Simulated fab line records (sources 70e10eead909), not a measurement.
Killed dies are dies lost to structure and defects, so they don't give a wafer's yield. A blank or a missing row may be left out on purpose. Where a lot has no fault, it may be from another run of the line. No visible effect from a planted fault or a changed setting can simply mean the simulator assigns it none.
fab line records + flow nand_harc + part 1 of 2: steps 1 to 4 of 6
record
- lots=22
- wafers=66
- last_day=33
route steps=1302 shown A_CHANNEL_HOLE_D1@488 A_CHANNEL_FILL_D1@506 A_DECK1_JOINT@518 A_CHANNEL_HOLE_D2@591 A_CHANNEL_FILL_D2@621
lots untouched by any fault: they come from a run of this same line in which no faults occurred
start_h: the number of hours between the record's first day and the start of the first shown wafer of the lot + wait_h: hours elapsed since this lot's preceding step + " repeats the value in the row above + L1.1+2: a single row standing in for several wafers + - value missing, or start not given + * or withheld: withheld + < > ~ a bound
route shown NAME@n: names a module that has steps shown in the file, with the first one's number in the route + usual: mean and standard deviation over wafers with no fault + same: alike in all rows + chamber/n: place in a boat + sites: each site's reading + _std_site: standard deviation of those values + _edge_site: mean of outer sites minus mean of inner sites + radius_mm: for every site, how far away it sits from the centre of the wafer + mask NAME#n: copy n + behind: the most recent tool/chamber to have shaped the wafer + hold: the reason the lot was held/the length of the hold in hours/how it ended + device: the n, p or np transistor that did not switch + end of line: tests of these same wafers at the route's end + step lacking rows: just its recipe + killed: not the wafer's yield, but the dies lost to structure and defects at the first sort + map: dies across one wafer; x = killed, . = not, _ = none there
set.NAME: the setting as run; set.NAME@STEP: as run at that earlier step + model.NAME: the simulator's own value behind a step, which no gauge read
steps of the route over a sample of lots; a table a step, a row a wafer
services: from which hour (start_h, from the record's first day; less than 0 if before it) a tool's chamber was out of use, for how many hours, and why
## steps
# step NHARC_A_CHANNEL_HOLE_D1_XSEM_31
# recipe
- landing_energy_ev=35000
# usual
- bot_cd_nm=74.8/2.3
- bow_nm=8.78/0.25
- tilt_deg=0.07/0.043
| lot.wafer | tool    | chamber | start_h | wait_h | bot_cd_nm | bow_nm | tilt_deg |
|-----------|---------|---------|---------|--------|-----------|--------|----------|
| L074.2    | xsem-01 | 0       | 185.53  | 0.1    | 74.5      | 9.03   | 0.08     |
| L074.3    | "       | 0       | "       | "      | 73.9      | 8.97   | 0.08     |
| L074.6    | "       | 0       | "       | "      | 74.1      | 8.98   | 0.08     |
| L075.2    | xsem-02 | 0       | 195.12  | 0.1    | 70.3      | 8.72   | 0.08     |
| L075.5    | "       | 0       | "       | "      | 70.7      | 8.72   | 0.08     |
| L075.6    | "       | 0       | "       | "      | 71.0      | 8.72   | 0.08     |
| L076.1    | xsem-01 | 0       | 206.47  | 0.1    | 80.5      | 8.82   | 0.05     |
| L076.3    | "       | 0       | "       | "      | 72.1      | 8.81   | 0.05     |
| L076.4    | "       | 0       | "       | "      | 73.6      | 8.84   | 0.05     |
| L077.1    | xsem-02 | 0       | 217.60  | 0.1    | 78.7      | 8.31   | 0.14     |
| L077.3    | "       | 0       | "       | "      | 74.9      | 8.42   | 0.14     |
| L077.4    | "       | 0       | "       | "      | 77.6      | 8.41   | 0.14     |
| L078.2    | xsem-01 | 0       | 223.83  | 0.1    | 75.5      | 9.03   | 0.00     |
| L078.3    | "       | 0       | "       | "      | 75.8      | 9.04   | 0.00     |
| L078.6    | "       | 0       | "       | "      | 73.0      | 8.97   | 0.00     |
| L079.2    | xsem-01 | 0       | 235.07  | 0.1    | 75.9      | 8.66   | 0.07     |
| L079.3    | "       | 0       | "       | "      | 79.8      | 8.64   | 0.07     |
| L079.6    | "       | 0       | "       | "      | 77.7      | 8.63   | 0.07     |
| L080.4    | xsem-01 | 0       | 251.91  | 0.1    | 76.5      | 9.24   | 0.09     |
| L080.5    | "       | 0       | "       | "      | 77.3      | 9.26   | 0.08     |
| L080.6    | "       | 0       | "       | "      | 73.6      | 9.29   | 0.09     |
| L081.1    | xsem-02 | 0       | 254.42  | 0.1    | 78.8      | 8.79   | 0.12     |
| L081.2    | "       | 0       | "       | "      | 73.9      | 8.85   | 0.12     |
| L081.6    | "       | 0       | "       | "      | 70.8      | 8.76   | 0.12     |
| L082.1    | xsem-01 | 0       | 274.29  | 0.1    | 74.1      | 8.85   | 0.02     |
| L082.4    | "       | 0       | "       | "      | 74.5      | 8.83   | 0.02     |
| L082.6    | "       | 0       | "       | "      | 75.4      | 8.85   | 0.02     |
| L083.1    | xsem-01 | 0       | 290.18  | 0.1    | 74.4      | 8.40   | 0.09     |
| L083.4    | "       | 0       | "       | "      | 71.0      | 8.44   | 0.09     |
| L083.6    | "       | 0       | "       | "      | 74.4      | 8.44   | 0.09     |
| L084.1    | xsem-02 | 0       | 293.53  | 0.1    | 75.1      | 8.91   | 0.08     |
| L084.2    | "       | 0       | "       | "      | 76.3      | 8.98   | 0.08     |
| L084.6    | "       | 0       | "       | "      | 76.7      | 9.03   | 0.08     |
| L085.1    | xsem-02 | 0       | 307.07  | 0.1    | 73.5      | 8.95   | 0.05     |
| L085.2    | "       | 0       | "       | "      | 76.4      | 8.96   | 0.05     |
| L085.6    | "       | 0       | "       | "      | 77.2      | 9.05   | 0.05     |
| L086.2    | xsem-02 | 0       | 316.33  | 0.1    | 72.2      | 9.06   | 0.08     |
| L086.3    | "       | 0       | "       | "      | 78.1      | 8.89   | 0.08     |
| L086.5    | "       | 0       | "       | "      | 76.4      | 8.89   | 0.08     |
| L088.1    | xsem-01 | 0       | 336.81  | 0.1    | 71.4      | 9.12   | 0.10     |
| L088.3    | "       | 0       | "       | "      | 77.6      | 8.97   | 0.10     |
| L088.4    | "       | 0       | "       | "      | 69.5      | 8.98   | 0.10     |
| L089.4    | xsem-02 | 0       | 340.09  | 0.1    | 71.7      | 8.81   | 0.13     |
| L089.5    | "       | 0       | "       | "      | 74.3      | 8.83   | 0.13     |
| L089.6    | "       | 0       | "       | "      | 75.5      | 8.76   | 0.13     |
| L091.1    | xsem-01 | 0       | 365.19  | 0.1    | 74.4      | 8.61   | 0.05     |
| L091.4    | "       | 0       | "       | "      | 72.9      | 8.63   | 0.05     |
| L091.5    | "       | 0       | "       | "      | 74.8      | 8.60   | 0.05     |
| L093.2    | xsem-02 | 0       | 377.76  | 0.1    | 72.3      | 8.65   | 0.04     |
| L093.4    | "       | 0       | "       | "      | 75.3      | 8.75   | 0.04     |
| L093.5    | "       | 0       | "       | "      | 75.3      | 8.67   | 0.04     |
| L092.3    | xsem-02 | 0       | 378.17  | 0.1    | 75.1      | 8.11   | 0.07     |
| L092.4    | "       | 0       | "       | "      | 78.4      | 8.12   | 0.07     |
| L092.6    | "       | 0       | "       | "      | 75.9      | 8.14   | 0.07     |
| L094.4    | xsem-01 | 0       | 391.13  | 0.1    | 74.1      | 8.59   | 0.01     |
| L094.5    | "       | 0       | "       | "      | 73.7      | 8.53   | 0.01     |
| L094.6    | "       | 0       | "       | "      | 75.2      | 8.59   | 0.01     |
| L095.2    | xsem-02 | 0       | 395.91  | 0.1    | 77.4      | 8.82   | -0.02    |
| L095.3    | "       | 0       | "       | "      | 78.3      | 8.79   | -0.02    |
| L095.4    | "       | 0       | "       | "      | 77.3      | 8.81   | -0.02    |
| L096.4    | xsem-01 | 0       | 412.59  | 0.1    | 75.9      | 8.99   | 0.13     |
| L096.5    | "       | 0       | "       | "      | 76.0      | 9.21   | 0.13     |
| L096.6    | "       | 0       | "       | "      | 81.1      | 9.21   | 0.13     |
| L097.3    | xsem-02 | 0       | 424.85  | 0.1    | 74.4      | 8.66   | 0.13     |
| L097.4    | "       | 0       | "       | "      | 72.8      | 8.64   | 0.13     |
| L097.5    | "       | 0       | "       | "      | 72.2      | 8.63   | 0.13     |
# step NHARC_A_CHANNEL_FILL_D1_THK_MEAS_06
# recipe
- thk_meas_gauge=ellipsometry
# usual
- thk_nm=5.0/0.95
| lot.wafer | tool          | chamber | start_h | wait_h | thk_nm |
|-----------|---------------|---------|---------|--------|--------|
| L074.2    | film_metro-02 | -       | 222.32  | 0.4    | 5.7    |
| L074.3    | "             | -       | "       | "      | 5.4    |
| L074.6    | "             | -       | "       | "      | 6.4    |
| L075.2    | film_metro-02 | -       | 232.87  | 0.4    | 6.4    |
| L075.5    | "             | -       | "       | "      | 5.5    |
| L075.6    | "             | -       | "       | "      | 6.3    |
| L076.1    | film_metro-01 | -       | 246.09  | 0.4    | 6.2    |
| L076.3    | "             | -       | "       | "      | 6.0    |
| L076.4    | "             | -       | "       | "      | 6.6    |
| L077.1    | film_metro-02 | -       | 254.23  | 0.4    | 5.7    |
| L077.3    | "             | -       | "       | "      | 5.5    |
| L077.4    | "             | -       | "       | "      | 4.1    |
| L078.2    | film_metro-02 | -       | 260.24  | 0.4    | 4.7    |
| L078.3    | "             | -       | "       | "      | 5.6    |
| L078.6    | "             | -       | "       | "      | 4.4    |
| L079.2    | film_metro-02 | -       | 271.72  | 0.4    | 6.1    |
| L079.3    | "             | -       | "       | "      | 4.7    |
| L079.6    | "             | -       | "       | "      | 4.5    |
| L081.1    | film_metro-01 | -       | 288.55  | 0.4    | 5.6    |
| L081.2    | "             | -       | "       | "      | 4.0    |
| L081.6    | "             | -       | "       | "      | 5.4    |
| L080.4    | film_metro-02 | -       | 288.55  | 0.4    | 2.4    |
| L080.5    | "             | -       | "       | "      | 4.8    |
| L080.6    | "             | -       | "       | "      | 3.0    |
| L082.1    | film_metro-02 | -       | 312.11  | 0.4    | 4.1    |
| L082.4    | "             | -       | "       | "      | 5.7    |
| L082.6    | "             | -       | "       | "      | 5.8    |
| L084.1    | film_metro-01 | -       | 328.37  | 0.4    | 5.1    |
| L084.2    | "             | -       | "       | "      | 4.2    |
| L084.6    | "             | -       | "       | "      | 5.1    |
| L083.1    | film_metro-02 | -       | 328.37  | 0.4    | 4.7    |
| L083.4    | "             | -       | "       | "      | 5.6    |
| L083.6    | "             | -       | "       | "      | 5.5    |
| L085.1    | film_metro-02 | -       | 344.37  | 0.4    | 4.6    |
| L085.2    | "             | -       | "       | "      | 4.5    |
| L085.6    | "             | -       | "       | "      | 3.8    |
| L086.2    | film_metro-02 | -       | 353.55  | 0.4    | 3.6    |
| L086.3    | "             | -       | "       | "      | 5.8    |
| L086.5    | "             | -       | "       | "      | 5.1    |
| L088.1    | film_metro-02 | -       | 373.43  | 0.4    | 5.8    |
| L088.3    | "             | -       | "       | "      | 4.4    |
| L088.4    | "             | -       | "       | "      | 5.6    |
| L089.4    | film_metro-01 | -       | 376.69  | 0.4    | 4.7    |
| L089.5    | "             | -       | "       | "      | 4.2    |
| L089.6    | "             | -       | "       | "      | 4.3    |
| L091.1    | film_metro-01 | -       | 401.17  | 0.4    | 5.1    |
| L091.4    | "             | -       | "       | "      | 5.1    |
| L091.5    | "             | -       | "       | "      | 6.2    |
| L093.2    | film_metro-01 | -       | 414.63  | 0.4    | 5.8    |
| L093.4    | "             | -       | "       | "      | 4.2    |
| L093.5    | "             | -       | "       | "      | 3.0    |
| L092.3    | film_metro-02 | -       | 414.63  | 0.4    | 4.5    |
| L092.4    | "             | -       | "       | "      | 4.2    |
| L092.6    | "             | -       | "       | "      | 3.7    |
| L094.4    | film_metro-02 | -       | 427.46  | 0.4    | 7.2    |
| L094.5    | "             | -       | "       | "      | 6.6    |
| L094.6    | "             | -       | "       | "      | 5.3    |
| L095.2    | film_metro-02 | -       | 432.03  | 0.4    | 5.5    |
| L095.3    | "             | -       | "       | "      | 3.3    |
| L095.4    | "             | -       | "       | "      | 5.0    |
| L096.4    | film_metro-01 | -       | 448.81  | 0.4    | 6.6    |
| L096.5    | "             | -       | "       | "      | 4.2    |
| L096.6    | "             | -       | "       | "      | 5.0    |
| L097.3    | film_metro-01 | -       | 460.81  | 0.4    | 3.8    |
| L097.4    | "             | -       | "       | "      | 4.6    |
| L097.5    | "             | -       | "       | "      | 6.5    |
# step NHARC_A_DECK1_JOINT_ETCHBACK_07
# recipe
- target_depth_a=1050
- time_s=26.9
- hbr_flow_sccm=150
- rf_w=350
- icp_w=350
- bias_w=60
- chemistry=HBr
# usual
- drypump_motor_current_A=5.7/0.34
- hbr_flow_sccm=150.0/0.45
- oes_product_au=1.001/0.015
- throttle_valve_pct=23.266/0.0093
| lot.wafer | tool      | chamber | start_h | wait_h | drypump_motor_current_A | hbr_flow_sccm | oes_product_au | rf_hours_counter_h | throttle_valve_pct |
|-----------|-----------|---------|---------|--------|-------------------------|---------------|----------------|--------------------|--------------------|
| L074.3    | rie_si-05 | 3       | 234.30  | 0.1    | 5.2                     | 150.9         | 1.020          | 0.6                | 23.257             |
| L074.2    | "         | 1       | "       | "      | 5.7                     | 150.4         | 0.958          | 0.5                | 23.277             |
| L074.6    | "         | 0       | "       | "      | 5.6                     | 150.4         | 0.994          | -                  | 23.274             |
| L075.2    | rie_si-01 | 1       | 244.66  | 0.1    | 5.8                     | 149.6         | 0.997          | 0.3                | 23.267             |
| L075.5    | "         | 2       | "       | "      | 5.8                     | 150.8         | 0.999          | -                  | 23.263             |
| L075.6    | "         | 3       | "       | "      | 5.6                     | 150.4         | 1.019          | -                  | 23.262             |
| L076.1    | rie_si-05 | 2       | 258.03  | 0.1    | 6.2                     | 150.7         | 1.000          | 0.8                | 23.272             |
| L076.3    | "         | 3       | "       | "      | 5.2                     | 149.5         | 1.000          | 0.9                | 23.264             |
| L076.4    | "         | 0       | "       | "      | 5.6                     | 150.3         | 0.998          | 0.9                | 23.267             |
| L077.1    | rie_si-05 | 1       | 267.90  | 0.1    | 5.7                     | 149.6         | 0.978          | 0.7                | 23.261             |
| L077.3    | "         | 2       | "       | "      | 6.3                     | 150.5         | 0.998          | 0.8                | 23.278             |
| L077.4    | "         | 3       | "       | "      | 5.2                     | 149.7         | 1.001          | 0.9                | 23.264             |
| L078.2    | rie_si-05 | 1       | 272.24  | 0.1    | 5.7                     | 150.1         | 0.993          | 0.8                | 23.265             |
| L078.3    | "         | 3       | "       | "      | 5.2                     | 150.2         | 1.021          | 0.9                | 23.268             |
| L078.6    | "         | 1       | "       | "      | 5.7                     | 149.8         | 0.991          | -                  | 23.273             |
| L079.3    | rie_si-05 | 2       | 283.61  | 0.1    | 6.2                     | 150.1         | 1.007          | 0.9                | 23.271             |
| L079.2    | "         | 3       | "       | "      | 5.2                     | 149.8         | 1.007          | 1.0                | 23.259             |
| L079.6    | "         | 2       | "       | "      | 6.2                     | 150.2         | 0.999          | -                  | 23.246             |
| L080.4    | rie_si-01 | 2       | 300.40  | 0.1    | 5.8                     | 149.0         | 1.017          | 0.6                | 23.262             |
| L080.6    | "         | 2       | "       | "      | 5.8                     | 149.1         | 1.017          | -                  | 23.265             |
| L080.5    | "         | 3       | "       | "      | 5.6                     | 149.8         | 1.021          | -                  | 23.272             |
| L081.1    | rie_si-05 | 2       | 300.41  | 0.1    | 6.2                     | 149.3         | 0.993          | 1.1                | 23.274             |
| L081.2    | "         | 0       | "       | "      | 5.7                     | 150.0         | 1.001          | 1.1                | 23.278             |
| L081.6    | "         | 2       | "       | "      | 6.2                     | 149.6         | 0.988          | -                  | 23.278             |
| L082.1    | rie_si-05 | 2       | 324.55  | 0.1    | 6.2                     | 149.9         | 0.998          | 0.0                | 23.277             |
| L082.4    | "         | 0       | "       | "      | 5.7                     | 149.3         | 1.021          | -                  | 23.259             |
| L082.6    | "         | 1       | "       | "      | 5.7                     | 149.4         | 0.981          | -                  | 23.271             |
| L083.1    | rie_si-05 | 1       | 340.11  | 0.1    | 5.7                     | 149.1         | 0.983          | 0.2                | 23.271             |
| L083.4    | "         | 2       | "       | "      | 6.2                     | 150.5         | 0.996          | 0.2                | 23.259             |
| L083.6    | "         | 0       | "       | "      | 5.7                     | 149.8         | 1.011          | -                  | 23.261             |
| L084.2    | rie_si-02 | 3       | 340.11  | 0.1    | 6.1                     | 150.2         | 1.004          | 0.4                | 23.264             |
| L084.1    | "         | 0       | "       | "      | 5.4                     | 150.2         | 1.001          | 0.4                | 23.256             |
| L084.6    | "         | 2       | "       | "      | 5.4                     | 150.4         | 1.000          | -                  | 23.254             |
| L085.2    | rie_si-05 | 3       | 356.40  | 0.1    | 5.2                     | 150.0         | 1.004          | 0.1                | 23.276             |
| L085.1    | "         | 1       | "       | "      | 5.7                     | 149.7         | 0.975          | 0.3                | 23.258             |
| L085.6    | "         | 0       | "       | "      | 5.7                     | 150.4         | 1.005          | -                  | 23.262             |
| L086.3    | rie_si-05 | 2       | 365.43  | 0.1    | 6.2                     | 150.2         | 0.996          | 0.3                | 23.272             |
| L086.2    | "         | 3       | "       | "      | 5.2                     | 149.5         | 1.019          | 0.2                | 23.295             |
| L086.5    | "         | 2       | "       | "      | 6.2                     | 150.4         | 0.993          | -                  | 23.256             |
| L088.3    | rie_si-01 | 1       | 385.23  | 0.1    | 5.9                     | 150.4         | 1.014          | 0                  | 23.270             |
| L088.1    | "         | 3       | "       | "      | 5.6                     | 150.0         | 1.011          | 0                  | 23.263             |
| L088.4    | "         | 0       | "       | "      | 5.2                     | 149.7         | 0.999          | 0                  | 23.268             |
| L089.4    | rie_si-01 | 1       | 388.69  | 0.1    | 5.9                     | 150.0         | 1.008          | 0.0                | 23.255             |
| L089.5    | "         | 2       | "       | "      | 5.8                     | 151.1         | 1.027          | -                  | 23.258             |
| L089.6    | "         | 3       | "       | "      | 5.5                     | 150.9         | 1.018          | -                  | 23.255             |
| L091.4    | rie_si-05 | 0       | 413.16  | 0.1    | 5.7                     | 149.5         | 1.002          | 0.6                | 23.283             |
| L091.1    | "         | 1       | "       | "      | 5.7                     | 150.9         | 0.973          | 0.6                | 23.271             |
| L091.5    | "         | 2       | "       | "      | 6.2                     | 149.8         | 0.989          | -                  | 23.263             |
| L093.2    | rie_si-05 | 0       | 426.70  | 0.1    | 5.6                     | 149.9         | 1.012          | 0.7                | 23.275             |
| L093.4    | "         | 1       | "       | "      | 5.7                     | 149.8         | 0.974          | 0.7                | 23.266             |
| L093.5    | "         | 1       | "       | "      | 5.7                     | 149.9         | 0.976          | -                  | 23.271             |
| L092.4    | rie_si-02 | 3       | 426.74  | 0.1    | 6.1                     | 149.7         | 1.002          | 1.0                | 23.274             |
| L092.3    | "         | 1       | "       | "      | 5.3                     | 149.8         | 1.006          | 1.0                | 23.266             |
| L092.6    | "         | 2       | "       | "      | 5.3                     | 150.1         | 0.994          | -                  | 23.261             |
| L094.4    | rie_si-02 | 1       | 439.45  | 0.1    | 5.3                     | 148.7         | 1.016          | 1.1                | 23.278             |
| L094.5    | "         | 1       | "       | "      | 5.3                     | 149.8         | 1.022          | -                  | 23.290             |
| L094.6    | "         | 2       | "       | "      | 5.4                     | 150.1         | 0.978          | -                  | 23.269             |
| L095.3    | rie_si-02 | 2       | 443.86  | 0.1    | 5.4                     | 149.9         | 0.988          | 1.1                | 23.253             |
| L095.4    | "         | 3       | "       | "      | 6.1                     | 149.6         | 1.008          | 1.1                | 23.261             |
| L095.2    | "         | 0       | "       | "      | 5.4                     | 149.5         | 0.993          | 1.1                | 23.258             |
| L096.4    | rie_si-05 | 0       | 461.44  | 0.1    | 5.7                     | 150.2         | 1.013          | 0.9                | 23.263             |
| L096.5    | "         | 2       | "       | "      | 6.2                     | 149.9         | 1.000          | -                  | 23.257             |
| L096.6    | "         | 3       | "       | "      | 5.2                     | 150.2         | 1.014          | -                  | 23.276             |
| L097.4    | rie_si-05 | 1       | 472.54  | 0.1    | 5.7                     | 149.4         | 0.979          | 1.0                | 23.260             |
| L097.3    | "         | 3       | "       | "      | 5.2                     | 149.7         | 1.026          | 0.9                | 23.267             |
| L097.5    | "         | 1       | "       | "      | 5.7                     | 149.8         | 0.984          | -                  | 23.273             |
# step NHARC_A_CHANNEL_HOLE_D2_ETCH_19
# recipe
- bias_v=1200
- source_w=2500
- pressure_mtorr=15
- time_s=34.5
- ar_flow_sccm=375
- c4f8_flow_sccm=28.8
- o2_flow_sccm=96.2
- temp_c=-20
- target_depth_a=*
- chemistry=C4F8/O2/Ar
# usual
- drypump_motor_current_A=5.8/0.52
- o2_flow_sccm=96.16/0.27
- showerhead_plenum_p_Torr=3.73/0.15
- temp_c=-20.00/0.096
- throttle_valve_pct=37.038/0.0094
| lot.wafer | tool        | chamber | start_h | wait_h | drypump_motor_current_A | o2_flow_sccm | rf_hours_counter_h | showerhead_plenum_p_Torr | temp_c | throttle_valve_pct |
|-----------|-------------|---------|---------|--------|-------------------------|--------------|--------------------|--------------------------|--------|--------------------|
| L074.2    | har_etch-02 | 0       | 289.02  | 0.1    | 5.1                     | 96.12        | -                  | 3.41                     | -20.04 | 37.041             |
| L074.3    | "           | 0       | "       | "      | 5.1                     | 95.75        | -                  | 3.41                     | -19.84 | 37.031             |
| L074.6    | "           | 0       | "       | "      | 5.1                     | 96.35        | -                  | 3.41                     | -19.99 | 37.039             |
| L075.2    | har_etch-01 | 0       | 303.62  | 3.3    | 5.7                     | 96.28        | 160                | 3.67                     | -19.76 | 37.019             |
| L075.6    | "           | 1       | "       | "      | 6.1                     | 96.43        | -                  | 3.63                     | -20.09 | 37.025             |
| L075.5    | "           | 0       | "       | "      | 5.7                     | 96.00        | -                  | 3.67                     | -19.91 | 37.031             |
| L076.1    | har_etch-02 | 0       | 318.58  | 0.1    | 5.1                     | 96.13        | 368                | 3.99                     | -19.92 | 37.048             |
| L076.4    | "           | 0       | "       | "      | 5.1                     | 96.62        | -                  | 3.99                     | -20.06 | 37.042             |
| L076.3    | "           | 1       | "       | "      | 6.4                     | 96.15        | -                  | 3.78                     | -19.89 | 37.043             |
| L077.1    | har_etch-01 | 1       | 318.75  | 0.1    | 6.1                     | 95.77        | 167                | 3.63                     | -19.91 | 37.040             |
| L077.3    | "           | 0       | "       | "      | 5.7                     | 96.29        | -                  | 3.66                     | -20.09 | 37.034             |
| L077.4    | "           | 1       | "       | "      | 6.1                     | 96.27        | -                  | 3.63                     | -19.97 | 37.054             |
| L078.2    | har_etch-02 | 0       | 327.06  | 0.1    | 5.1                     | 95.82        | 372                | 3.98                     | -19.98 | 37.030             |
| L078.3    | "           | 0       | "       | "      | 5.1                     | 95.89        | -                  | 3.98                     | -20.16 | 37.038             |
| L078.6    | "           | 1       | "       | "      | 6.4                     | 96.02        | -                  | 3.77                     | -19.93 | 37.036             |
| L079.2    | har_etch-01 | 0       | 339.24  | 0.1    | 5.7                     | 96.29        | 179                | 3.66                     | -19.84 | 37.046             |
| L079.3    | "           | 1       | "       | "      | 6.1                     | 95.99        | -                  | 3.62                     | -19.98 | 37.037             |
| L079.6    | "           | 1       | "       | "      | 6.1                     | 96.10        | -                  | 3.62                     | -20.14 | 37.041             |
| L081.2    | har_etch-01 | 0       | 355.44  | 0.1    | 5.7                     | 96.42        | 186                | 3.65                     | -19.93 | 37.046             |
| L081.1    | "           | 1       | "       | "      | 6.1                     | 95.49        | 186                | 3.62                     | -19.95 | 37.057             |
| L081.6    | "           | 0       | "       | "      | 5.7                     | 96.06        | -                  | 3.65                     | -19.90 | 37.044             |
| L080.4    | har_etch-02 | 1       | 357.24  | 0.1    | 6.4                     | 96.52        | -                  | 3.76                     | -20.21 | 37.044             |
| L080.5    | "           | 0       | "       | "      | 5.1                     | 95.88        | -                  | 3.97                     | -20.16 | 37.026             |
| L080.6    | "           | 1       | "       | "      | 6.4                     | 96.65        | -                  | 3.76                     | -20.18 | 37.049             |
| L082.1    | har_etch-02 | 1       | 376.47  | 0.1    | 6.4                     | 95.95        | 394                | 3.76                     | -19.97 | 37.038             |
| L082.4    | "           | 0       | "       | "      | 5.1                     | 95.81        | -                  | 3.96                     | -20.13 | 37.044             |
| L082.6    | "           | 1       | "       | "      | 6.4                     | 95.87        | -                  | 3.76                     | -20.23 | 37.038             |
| L084.2    | har_etch-02 | 1       | 402.15  | 0.1    | 6.4                     | 96.31        | 0                  | 3.75                     | -20.00 | 37.021             |
| L084.1    | "           | 0       | "       | "      | 5.1                     | 96.48        | 0                  | 3.96                     | -20.12 | 37.049             |
| L084.6    | "           | 0       | "       | "      | 5.1                     | 96.37        | -                  | 3.96                     | -20.13 | 37.039             |
| L083.1    | har_etch-01 | 0       | 402.48  | 0.1    | 5.7                     | 96.76        | 217                | 3.63                     | -20.00 | 37.038             |
| L083.4    | "           | 0       | "       | "      | 5.7                     | 96.56        | -                  | 3.63                     | -20.04 | 37.048             |
| L083.6    | "           | 1       | "       | "      | 6.1                     | 96.15        | -                  | 3.60                     | -20.01 | 37.032             |
| L085.1    | har_etch-02 | 1       | 411.54  | 0.1    | 6.4                     | 96.42        | 8                  | 3.75                     | -19.96 | 37.042             |
| L085.2    | "           | 0       | "       | "      | 5.1                     | 96.29        | 8                  | 3.96                     | -19.98 | 37.031             |
| L085.6    | "           | 0       | "       | "      | 5.1                     | 96.27        | -                  | 3.96                     | -19.95 | 37.032             |
| L086.2    | har_etch-02 | 1       | 422.79  | 3.1    | 6.4                     | 96.65        | 16                 | 3.74                     | -19.97 | 37.041             |
| L086.3    | "           | 1       | "       | "      | 6.4                     | 96.36        | -                  | 3.74                     | -19.94 | 37.022             |
| L086.5    | "           | 1       | "       | "      | 6.4                     | 96.37        | -                  | 3.74                     | -20.08 | 37.038             |
| L089.4    | har_etch-02 | 0       | 446.25  | 2.1    | 5.1                     | 96.28        | -                  | 3.94                     | -20.02 | 37.025             |
| L089.5    | "           | 1       | "       | "      | 6.4                     | 95.91        | -                  | 3.74                     | -19.93 | 37.048             |
| L089.6    | "           | 0       | "       | "      | 5.1                     | 96.97        | -                  | 3.94                     | -19.98 | 37.038             |
| L088.1    | har_etch-01 | 0       | 448.54  | 3.6    | 5.7                     | 96.25        | 247                | 3.62                     | -20.06 | 37.039             |
| L088.4    | "           | 1       | "       | "      | 6.1                     | 96.36        | -                  | 3.58                     | -19.89 | 37.019             |
| L088.3    | "           | 0       | "       | "      | 5.7                     | 95.96        | -                  | 3.62                     | -20.19 | 37.030             |
| L091.1    | har_etch-02 | 1       | 467.05  | 0.1    | 6.4                     | 96.36        | 42                 | 3.73                     | -20.03 | 37.022             |
| L091.4    | "           | 1       | "       | "      | 6.4                     | 95.97        | -                  | 3.73                     | -19.84 | 37.043             |
| L091.5    | "           | 0       | "       | "      | 5.1                     | 96.18        | -                  | 3.94                     | -19.88 | 37.038             |
| L092.3    | har_etch-02 | 1       | 477.56  | 0.1    | 6.4                     | 96.52        | -                  | 3.73                     | -19.94 | 37.036             |
| L092.4    | "           | 0       | "       | "      | 5.1                     | 95.84        | -                  | 3.94                     | -19.90 | 37.042             |
| L092.6    | "           | 0       | "       | "      | 5.1                     | 96.00        | -                  | 3.94                     | -20.11 | 37.032             |
| L093.2    | har_etch-02 | 0       | 481.71  | 2.5    | 5.1                     | 96.47        | 50                 | 3.93                     | -19.86 | 37.031             |
| L093.4    | "           | 1       | "       | "      | 6.4                     | 95.98        | -                  | 3.72                     | -19.99 | 37.049             |
| L093.5    | "           | 0       | "       | "      | 5.1                     | 96.41        | -                  | 3.93                     | -19.97 | 37.037             |
| L095.2    | har_etch-02 | 0       | 500.02  | 0.1    | 5.1                     | 95.53        | 62                 | 3.93                     | -20.01 | 37.035             |
| L095.4    | "           | 1       | "       | "      | 6.4                     | 96.17        | -                  | 3.72                     | -19.97 | 37.042             |
| L095.3    | "           | 0       | "       | "      | 5.1                     | 96.08        | -                  | 3.93                     | -20.09 | 37.040             |
| L094.4    | har_etch-01 | 1       | 502.13  | 1.9    | 6.1                     | 96.06        | -                  | 3.57                     | -19.88 | 37.056             |
| L094.6    | "           | 0       | "       | "      | 5.7                     | 96.11        | -                  | 3.60                     | -19.96 | 37.022             |
| L094.5    | "           | 1       | "       | "      | 6.1                     | 95.97        | -                  | 3.57                     | -19.90 | 37.033             |
| L096.4    | har_etch-02 | 0       | 515.09  | 0.7    | 5.1                     | 96.26        | -                  | 3.92                     | -20.06 | 37.039             |
| L096.5    | "           | 1       | "       | "      | 6.4                     | 96.15        | -                  | 3.71                     | -20.17 | 37.038             |
| L096.6    | "           | 0       | "       | "      | 5.1                     | 96.43        | -                  | 3.92                     | -19.97 | 37.043             |
| L097.3    | har_etch-01 | 0       | 531.93  | 0.7    | 5.7                     | 96.16        | -                  | 3.59                     | -19.95 | 37.041             |
| L097.4    | "           | 1       | "       | "      | 6.1                     | 96.29        | -                  | 3.56                     | -19.93 | 37.034             |
| L097.5    | "           | 1       | "       | "      | 6.1                     | 96.43        | -                  | 3.56                     | -20.01 | 37.042             |
